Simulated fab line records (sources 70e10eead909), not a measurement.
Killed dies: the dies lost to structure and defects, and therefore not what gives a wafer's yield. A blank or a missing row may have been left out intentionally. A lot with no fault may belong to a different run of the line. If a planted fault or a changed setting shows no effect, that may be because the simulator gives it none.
A struck lot beside a sound one / flow nandHarc / 22 steps out of a route of 1302
Sound: wafers L662.2, L662.4, L662.6. Wafers L656.2, L656.5, L656.6 were the ones struck. The cause is given at the end.
For every step that has rows: the tool of each side, followed by ch and its chambers, followed by its first start. Under that, the readings that differ: sound wafers / struck wafers / difference of the means / sigmas: that difference in standard deviations of wafers without a fault.
alike: readings with means less than 2 such deviations apart, plus words and numbers identical on both sides. not compared: withheld readings, readings lacking a value on some wafer, bounds such as >300 that could conceal the same value, and numbers that have no deviation in the record and whose values overlap.
Wherever a step has rows on one side only, a row that says differs or no value, or a row with sigmas, the two part there. Non-overlapping numbers with no deviation appear without sigmas and do not part them. A reading missing from all wafers of one side parts the sides only when that side holds two or more wafers.

NHARC_A_BLC_CVD_24: deposits W, target thk 150 nm, time 434 s.
  sound on cvdW-01 ch 0; struck on cvdW-01 ch 0,1
  alike: heaterPowerW, throttleValvePct
NHARC_A_BLC_CMP_25: polishes, t overpolish 30 s, target thk 150 nm.
  sound on cmp-02 ch 0,1,2, day 30 10:35; struck on cmp-02 ch 1,2,3, day 27 13:45
  alike: edgeZonePressureFrac, motorCurrentA, overpolishRunS, slurryFilterDpKPa, timeToEndpointS
then, 1 step without rows for these wafers: NHARC_A_BLC_SRD_27.
NHARC_A_BLC_INSPECT_28:
  struck on defectInspect-02, day 27 14:06; sound on defectInspect-01, day 30 10:58
  alike: rawDefectCount
then, 7 steps without rows for these wafers: NHARC_A_M0_DEP_00 (deposits SiOC, target thk 150 nm); NHARC_A_M0_DEHYDRATE_01 (time 120 s); NHARC_A_M0_HMDS_02 (time 30 s); NHARC_A_M0_COAT_33 (time 65 s); NHARC_A_M0_COAT_03 (resist thk 90 nm); NHARC_A_M0_SOFTBAKE_04 (time 55 s); NHARC_A_M0_EBR_05.
NHARC_A_M0_EXPOSE_06: exposes mask A M0, target cd 80 nm.
  sound on arfiScanner-03 ch 0, day 30 11:36; struck on arfiScanner-02 ch 0, day 27 14:44
reading=exposureDoseMJCm2; sound=83.21 83.19 83.30; struck=97.89 97.90 97.77; difference=+14.62; sigmas=+99 or more
  alike: mask
then, 2 steps without rows for these wafers: NHARC_A_M0_PEB_07 (peb time 65 s); NHARC_A_M0_DEVELOP_08 (develop time 35 s).
NHARC_A_M0_CD_MEAS_09: the cd target is 80 nm.
  sound on cdSem-01 ch 0, day 30 11:44; struck on cdSem-03 ch 0, day 27 14:53
reading=cdNm (nm); sound=79.6 80.6 80.2; struck=90.9 89.9 91.4; difference=+10.6; sigmas=+19
NHARC_A_M0_OVL_MEAS_10: pitch 160 nm.
  struck on overlay-01, day 27 14:58; sound on overlay-02, day 30 11:49
  alike: overlayXNm, overlayYNm
NHARC_A_M0_INSPECT_11:
  struck on defectInspect-02, day 27 15:01; sound on defectInspect-01, day 30 11:52
  alike: rawDefectCount
NHARC_A_M0_DESCUM_14: chemistry O2, time 3 s.
  sound on rieDiel-12 ch 1,3, day 30 11:56; struck on rieDiel-04 ch 1,2,3, day 27 15:07
reading=model.A_M0.cdNm (nm); sound=79.78 80.37 79.89; struck=90.56 89.2 90.85; difference=+10.19; sigmas=
  alike: drypumpMotorCurrentA, oesProductAu, rfVppV, showerheadPlenumPTorr, throttleValvePct
  not compared: rfHoursCounterH
NHARC_A_M0_ETCH_34: etches the open film in N2/H2, target depth 40 nm, overetch 12 nm, time 43.94 s.
  sound on rieDiel-12 ch 1,2, day 30 12:01; struck on rieDiel-04 ch 0,1,2, day 27 15:11
  alike: drypumpMotorCurrentA, n2FlowSccm, oesProductAu, rfVppV, showerheadPlenumPTorr, throttleValvePct
  not compared: rfHoursCounterH
NHARC_A_M0_ETCH_15: etches the open film in C4F8/Ar, target depth 150 nm, overetch 15 nm, time 82.5 s.
  sound on rieDiel-12 ch 2,3; struck on rieDiel-04 ch 1,2,3
reading=model.A_M0.cdNm (nm); sound=79.37 80.43 79.56; struck=90.68 89.39 90.95; difference=+10.55; sigmas=
  alike: oesProductAu, rfVppV
  not compared: rfHoursCounterH
NHARC_A_M0_CD_MEAS_16:
  struck on cdSem-03, day 27 15:23; sound on cdSem-01, day 30 12:13
reading=cdNm (nm); sound=79.3 80.7 79.8; struck=90.3 89.4 90.8; difference=+10.2; sigmas=+12
NHARC_END_SORT_01:
  only the struck wafers appear in the record here, on prober-01 ch 0 at day 29 09:56; the sound ones have no rows

## WHERE THEY PART
Earliest at NHARC_A_M0_EXPOSE_06; latest, in this record, at NHARC_END_SORT_01.

WHY: whatever the simulator had introduced
Drift in process parameters on arfiScanner-02 at NHARC_A_M0_EXPOSE_06, starting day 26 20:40. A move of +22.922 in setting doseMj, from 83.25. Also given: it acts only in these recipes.
